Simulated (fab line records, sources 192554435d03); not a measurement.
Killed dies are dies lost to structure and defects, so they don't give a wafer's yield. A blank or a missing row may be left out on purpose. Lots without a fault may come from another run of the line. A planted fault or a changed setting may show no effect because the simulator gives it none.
Chamber matching | flow n5_finfet | N5_STI_FIN_REVEAL_STRIP_24 on rie_diel-06: 4 sister chambers
The step strips in N2/H2, time 90 s. 14 wafers are shown with their chamber, then 7 later ones without.

WAFERS WITH THEIR CHAMBER
wafer  | chamber | showerhead_plenum_p_Torr (Torr) | throttle_valve_pct (%) | oes_product_au (a.u.)
L571.1 | 1       | 3.30                            | 12.27                  | 0.89
L571.4 | 0       | 3.42                            | 12.14                  | 0.81
L571.5 | 1       | 3.30                            | 12.26                  | 0.90
L572.3 | 3       | 3.44                            | 11.88                  | 0.92
L572.5 | 1       | 3.30                            | 12.25                  | 0.89
L572.6 | 0       | 3.42                            | 12.12                  | 0.81
L573.1 | 0       | 3.41                            | 12.13                  | 0.81
L573.3 | 1       | 3.30                            | 12.28                  | 0.88
L573.5 | 2       | 3.38                            | 12.41                  | 0.79
L579.2 | 1       | 3.29                            | 12.32                  | 0.86
L579.4 | 0       | 3.41                            | 12.18                  | 0.79
L579.5 | 3       | 3.43                            | 11.92                  | 0.88
L584.3 | 3       | 3.42                            | 11.95                  | 0.87
L584.5 | 3       | 3.42                            | 11.97                  | 0.87

SIGNATURES (means of the wafers above)
reading                  | chamber 0 | chamber 1 | chamber 2 | chamber 3 | scatter within a chamber
showerhead_plenum_p_Torr | 3.4150    | 3.2980    | 3.3800    | 3.4275    | 0.00675
throttle_valve_pct       | 12.1425   | 12.2760   | 12.4100   | 11.9300   | 0.031
oes_product_au           | 0.8050    | 0.8840    | 0.7900    | 0.8850    | 0.0171
Rule: a wafer's distance from a chamber is the root of the sum, over the readings, of the square of ((its reading less the chamber's mean) divided by the reading's scatter). The wafer belongs to the nearest chamber; if the next one is less than 2 further off, it can't be placed. The scatter: the root of (the sum of the squares of (reading less its chamber's mean) over the shown wafers, divided by (wafers less chambers)).

WAFERS WITHOUT THEIR CHAMBER
wafer  | showerhead_plenum_p_Torr (Torr) | throttle_valve_pct (%) | oes_product_au (a.u.)
L584.6 | 3.40                            | 12.19                  | 0.79
L586.1 | 3.36                            | 12.49                  | 0.76
L586.4 | 3.28                            | 12.36                  | 0.85
L586.6 | 3.42                            | 11.97                  | 0.86
L588.1 | 3.36                            | 12.50                  | 0.76
L588.4 | 3.28                            | 12.36                  | 0.85
L588.5 | 3.28                            | 12.35                  | 0.84

WHICH CHAMBER EACH WENT THROUGH
wafer  | from the rows above | in truth
L584.6 | 0                   | 0
L586.1 | 2                   | 2
L586.4 | 1                   | 1
L586.6 | 3                   | 3
L588.1 | 2                   | 2
L588.4 | 1                   | 1
L588.5 | 1                   | 1
Placed correctly: 7 of 7. Can't be placed from these rows: 0. Placed wrongly: 0.
